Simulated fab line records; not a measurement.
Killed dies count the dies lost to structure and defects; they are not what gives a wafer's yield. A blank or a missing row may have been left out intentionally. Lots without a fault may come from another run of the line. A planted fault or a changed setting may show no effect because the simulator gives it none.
Lot-split experiment    flow n5 finfet    7 lots, 39 wafers read, on a route of 1938 steps

## SPLIT DETAILS
At N5_WELL_APT_IMPLANT_32, the setting energy kev was moved away from the recipe's 50 on 18 of the 39 wafers read, by -15.7% to +15.7%. This setting was run at the recipe's value on the other wafers.

The reading is taken at the split's own step.

## THE READING
The simulator's own value implant.drp nm, read by no gauge, in nm at N5_WELL_APT_IMPLANT_32. The file does not state a usual value for it.

wafer   tool, chamber at the split  energy kev as run  against the recipe  implant.drp nm, nm  against lot-mates on the recipe
L080.1  implanter-01, 0             44                 -12.0%              16.95               -1.60
L080.4  implanter-01, 0             44                 -12.0%              16.95               -1.60
L080.6  implanter-01, 0             44                 -12.0%              16.95               -1.60
L080.2  implanter-01, 0             50                 recipe              18.55               -
L080.3  implanter-01, 0             50                 recipe              18.55               -
L080.5  implanter-01, 0             50                 recipe              18.55               -
L082.1  implanter-01, 0             50                 recipe              18.55               -
L082.3  implanter-01, 0             50                 recipe              18.55               -
L082.4  implanter-01, 0             50                 recipe              18.55               -
L082.2  implanter-01, 0             42.13              -15.7%              16.45               -2.10
L082.5  implanter-01, 0             42.13              -15.7%              16.45               -2.10
L082.6  implanter-01, 0             42.13              -15.7%              16.45               -2.10
L086.3  implanter-01, 0             50                 recipe              18.55               -
L086.5  implanter-01, 0             50                 recipe              18.55               -
L086.6  implanter-01, 0             50                 recipe              18.55               -
L089.1  implanter-01, 0             53.9               +7.8%               19.59               +1.04
L089.4  implanter-01, 0             53.9               +7.8%               19.59               +1.04
L089.5  implanter-01, 0             53.9               +7.8%               19.59               +1.04
L089.2  implanter-01, 0             50                 recipe              18.55               -
L089.3  implanter-01, 0             50                 recipe              18.55               -
L089.6  implanter-01, 0             50                 recipe              18.55               -
L091.1  implanter-01, 0             45.79              -8.4%               17.43               -1.12
L091.2  implanter-01, 0             45.79              -8.4%               17.43               -1.12
L091.5  implanter-01, 0             45.79              -8.4%               17.43               -1.12
L091.3  implanter-01, 0             50                 recipe              18.55               -
L091.4  implanter-01, 0             50                 recipe              18.55               -
L091.6  implanter-01, 0             50                 recipe              18.55               -
L096.1  implanter-02, 0             52.04              +4.1%               19.1                +0.55
L096.4  implanter-02, 0             52.04              +4.1%               19.1                +0.55
L096.6  implanter-02, 0             52.04              +4.1%               19.1                +0.55
L096.2  implanter-02, 0             50                 recipe              18.55               -
L096.3  implanter-02, 0             50                 recipe              18.55               -
L096.5  implanter-02, 0             50                 recipe              18.55               -
L097.1  implanter-01, 0             57.86              +15.7%              20.64               +2.09
L097.5  implanter-01, 0             57.86              +15.7%              20.64               +2.09
L097.6  implanter-01, 0             57.86              +15.7%              20.64               +2.09
L097.2  implanter-01, 0             50                 recipe              18.55               -
L097.3  implanter-01, 0             50                 recipe              18.55               -
L097.4  implanter-01, 0             50                 recipe              18.55               -

FIT RESULTS
A straight line over all 39 wafers: implant.drp nm changes by +0.133 nm for each +1% of energy kev; r = +1.00; the points scatter about the line by 0.0025 nm.
The same after taking each lot's own level away (the mean of its wafers on the recipe; 39 wafers): +0.133 nm for each +1%; r = +1.00; scatter 0.0025 nm.
The reading moves by 2.1 nm for the largest change in energy kev, on that fit.
The lots' own levels span 18.550 to 18.550 nm.
The two slopes are in agreement: the lot-to-lot level therefore moves the slope only a little.
Check: -2.1 nm against its lot-mates is what the line predicts for one of the wafers moved furthest among these (-15.7%) when that wafer is left out of the fit. It came out at -2.1 nm against them.

## THE WHOLE CHAIN: every reading that the file lists as answering this split, in the file's order
step                    what it does  reading                                                          change (the file's fit)                r (the file's)
N5_WELL_APT_IMPLANT_32                implant.rp nm (the simulator's own value, which no gauge read)   +0.366 nm for each +1% of the setting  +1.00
N5_WELL_APT_IMPLANT_32                implant.drp nm (the simulator's own value, which no gauge read)  +0.133 nm for each +1% of the setting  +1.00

## THE FILE'S OWN FIT
implant.drp nm changes by +0.133 nm for each +1% of energy kev, r = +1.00.
